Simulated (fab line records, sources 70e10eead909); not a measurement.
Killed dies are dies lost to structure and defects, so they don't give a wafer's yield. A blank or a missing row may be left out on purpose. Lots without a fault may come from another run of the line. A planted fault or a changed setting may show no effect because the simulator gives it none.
Which tool did it? | flow nand_harc | 12 lots, 36 wafers sampled, at 4 steps of a route of 1302

WHAT THE GAUGES READ, wafer by wafer
The record holds no reading of a measuring or inspecting step that can be judged against a usual standard deviation.

WHICH TOOL RAN EACH LOT (tool, then ch and the chambers of the sampled wafers, then the start)
lot  | NHARC_A_SLIT_ETCH_17             | NHARC_A_SLIT_STRIP_18                         | NHARC_A_WL_FILL_ALD_00           | NHARC_A_WL_FILL_ALD_02
L713 | har_etch-01 ch 0,1, day 20 14:13 | rie_diel-12 ch 1,2,3, day 21 02:10 or earlier | ald_hk-02 ch 1,3, day 21 02:10   | ald_metal-02 ch 0,3, day 21 02:37
L714 | har_etch-01 ch 0,1, day 20 22:11 | rie_diel-05 ch 0,1, day 21 09:56 or earlier   | ald_hk-04 ch 0,2,3, day 21 09:56 | ald_metal-02 ch 2,3, day 21 10:34
L715 | har_etch-02 ch 0,1, day 20 22:19 | rie_diel-12 ch 1,2,3, day 21 09:58 or earlier | ald_hk-01 ch 0,1,2, day 21 09:58 | ald_metal-04 ch 1,2,3, day 21 10:25
L717 | har_etch-02 ch 0,1, day 21 08:03 | rie_diel-12 ch 0,2,3, day 21 20:11 or earlier | ald_hk-01 ch 1,2,3, day 21 20:11 | ald_metal-04 ch 0,1,2, day 21 20:40
L718 | har_etch-02 ch 0,1, day 23 18:06 | rie_diel-12 ch 0,1,3, day 24 05:55 or earlier | ald_hk-04 ch 1,2,3, day 24 05:55 | ald_metal-03 ch 0,1,3, day 24 06:25
L722 | har_etch-01 ch 0,1, day 24 09:22 | rie_diel-12 ch 0,3, day 24 20:03 or earlier   | ald_hk-01 ch 1,2,3, day 24 20:03 | ald_metal-02 ch 0,3, day 24 20:31
L723 | har_etch-02 ch 0,1, day 24 10:18 | rie_diel-05 ch 0,2,3, day 24 20:01 or earlier | ald_hk-04 ch 1,2, day 24 20:01   | ald_metal-04 ch 0,1,3, day 24 20:33
L728 | har_etch-01 ch 0,1, day 26 10:15 | rie_diel-12 ch 0,2,3, day 26 22:04 or earlier | ald_hk-04 ch 0,1,2, day 26 22:04 | ald_metal-04 ch 0,1,2, day 26 22:39
L727 | har_etch-01 ch 0,1, day 26 14:43 | rie_diel-12 ch 1,2,3, day 27 01:47 or earlier | ald_hk-02 ch 0,1, day 27 01:47   | ald_metal-02 ch 1,3, day 27 02:16
L729 | har_etch-01 ch 0,1, day 26 19:11 | rie_diel-12 ch 0,2, day 27 06:32 or earlier   | ald_hk-04 ch 0,1,2, day 27 06:32 | ald_metal-04 ch 0,1,2, day 27 07:03
L733 | har_etch-01 ch 0,1, day 29 02:13 | rie_diel-05 ch 0,3, day 29 13:59 or earlier   | ald_hk-01 ch 0,2,3, day 29 13:59 | ald_metal-03 ch 0,2, day 29 14:29
L732 | har_etch-01 ch 0,1, day 29 16:38 | rie_diel-12 ch 0,1, day 30 03:13 or earlier   | ald_hk-04 ch 0,3, day 30 03:13   | ald_metal-02 ch 1,3, day 30 03:44
- NHARC_A_SLIT_ETCH_17: etches the open film in C4F8/O2/Ar, time 4254.5 s, target depth 20300 nm.
- NHARC_A_SLIT_STRIP_18: strips in O2.
- NHARC_A_WL_FILL_ALD_00: deposits Al2O3, target thk 3 nm, pulse time 3 s, ald cycles 30.
- NHARC_A_WL_FILL_ALD_02: deposits TiN, target thk 2 nm, pulse time 3 s, ald cycles 100.

WHAT THE TOOLS THEMSELVES READ (means of the sampled wafers that have a number; where no wafer has one, the mark that the record gives instead)
NHARC_A_SLIT_ETCH_17.
lot  | tool        | drypump_motor_current_A (A) | showerhead_plenum_p_Torr (Torr) | throttle_valve_pct (%)
L713 | har_etch-01 | 5.8                         | 3.48                            | 32.045
L714 | har_etch-01 | 5.9                         | 3.48                            | 32.042
L715 | har_etch-02 | 5.6                         | 3.91                            | 32.044
L717 | har_etch-02 | 5.6                         | 3.91                            | 32.048
L718 | har_etch-02 | 5.7                         | 3.89                            | 32.039
L722 | har_etch-01 | 5.4                         | 3.42                            | 32.047
L723 | har_etch-02 | 5.7                         | 3.88                            | 32.040
L728 | har_etch-01 | 5.8                         | 3.62                            | 32.047
L727 | har_etch-01 | 5.4                         | 3.78                            | 32.045
L729 | har_etch-01 | 5.4                         | 3.77                            | 32.050
L733 | har_etch-01 | 5.4                         | 3.76                            | 32.041
L732 | har_etch-01 | 5.4                         | 3.75                            | 32.043

NHARC_A_SLIT_STRIP_18.
lot  | tool        | drypump_motor_current_A (A) | oes_product_au (a.u.) | rf_vpp_V (V) | showerhead_plenum_p_Torr (Torr) | throttle_valve_pct (%)
L713 | rie_diel-12 | 5.4                         | 1.012                 | 57.6         | 3.56                            | 17.039
L714 | rie_diel-05 | 5.5                         | 1.000                 | 58.3         | 3.67                            | 17.042
L715 | rie_diel-12 | 5.4                         | 1.008                 | 58.0         | 3.56                            | 17.034
L717 | rie_diel-12 | 5.8                         | 1.010                 | 57.6         | 3.60                            | 17.038
L718 | rie_diel-12 | 5.7                         | 1.005                 | 58.4         | 3.67                            | 17.035
L722 | rie_diel-12 | 6.2                         | 1.007                 | 58.8         | 3.72                            | 17.035
L723 | rie_diel-05 | 5.8                         | 1.004                 | 57.2         | 3.56                            | 17.035
L728 | rie_diel-12 | 5.8                         | 1.009                 | 57.3         | 3.60                            | 17.050
L727 | rie_diel-12 | 5.4                         | 1.000                 | 58.6         | 3.55                            | 17.035
L729 | rie_diel-12 | 6.1                         | 1.005                 | 58.1         | 3.60                            | 17.046
L733 | rie_diel-05 | 6.0                         | 0.991                 | 57.5         | 3.45                            | 17.035
L732 | rie_diel-12 | 5.5                         | 1.002                 | 57.9         | 3.62                            | 17.040

NHARC_A_WL_FILL_ALD_00.
lot  | tool      | heater_power_w (W) | precursor_pulse_height_rel
L713 | ald_hk-02 | 482                | 0.995
L714 | ald_hk-04 | 482                | 0.989
L715 | ald_hk-01 | 430                | 1.006
L717 | ald_hk-01 | 411                | 0.980
L718 | ald_hk-04 | 493                | 0.994
L722 | ald_hk-01 | 429                | 0.994
L723 | ald_hk-04 | 471                | 0.980
L728 | ald_hk-04 | 431                | 0.971
L727 | ald_hk-02 | 483                | 1.007
L729 | ald_hk-04 | 429                | 1.011
L733 | ald_hk-01 | 425                | 0.987
L732 | ald_hk-04 | 495                | 1.004

NHARC_A_WL_FILL_ALD_02.
lot  | tool         | heater_power_w (W) | precursor_pulse_height_rel
L713 | ald_metal-02 | 1018               | 1.011
L714 | ald_metal-02 | 1074               | 0.987
L715 | ald_metal-04 | 1087               | 1.001
L717 | ald_metal-04 | 1091               | 0.992
L718 | ald_metal-03 | 1076               | 1.014
L722 | ald_metal-02 | 1042               | 1.001
L723 | ald_metal-04 | 1136               | 1.004
L728 | ald_metal-04 | 1098               | 1.007
L727 | ald_metal-02 | 1090               | 1.005
L729 | ald_metal-04 | 1091               | 0.989
L733 | ald_metal-03 | 1154               | 0.997
L732 | ald_metal-02 | 1108               | 1.006

THE ANSWER, worked out from the rows above alone
Rule: what is usual is taken from the lots themselves. Put in order of their means at a reading, lots are off if they are a third of the lots or fewer, leave a main group of 4 or more, and stand apart from it by a gap of 3 or more times the standard deviation of the main group's means; of several such gaps the widest counts. A main group whose means are all the same, to the digits that the tables above print for the reading, isn't used. A lot without any number at a reading at which 4 lots or more have one is off too. The other lots that the step has rows for count as sound. The gauges are gone through in route order, then the tools' own readings, and for those a lot's mean is taken as printed above. The first step at which some lot is off is used, and at that step the reading that is off furthest; a lot without a number counts as furthest.
No lot is off at any reading shown: from this, nothing can be told.

WHAT THE SIMULATOR HAD PUT IN
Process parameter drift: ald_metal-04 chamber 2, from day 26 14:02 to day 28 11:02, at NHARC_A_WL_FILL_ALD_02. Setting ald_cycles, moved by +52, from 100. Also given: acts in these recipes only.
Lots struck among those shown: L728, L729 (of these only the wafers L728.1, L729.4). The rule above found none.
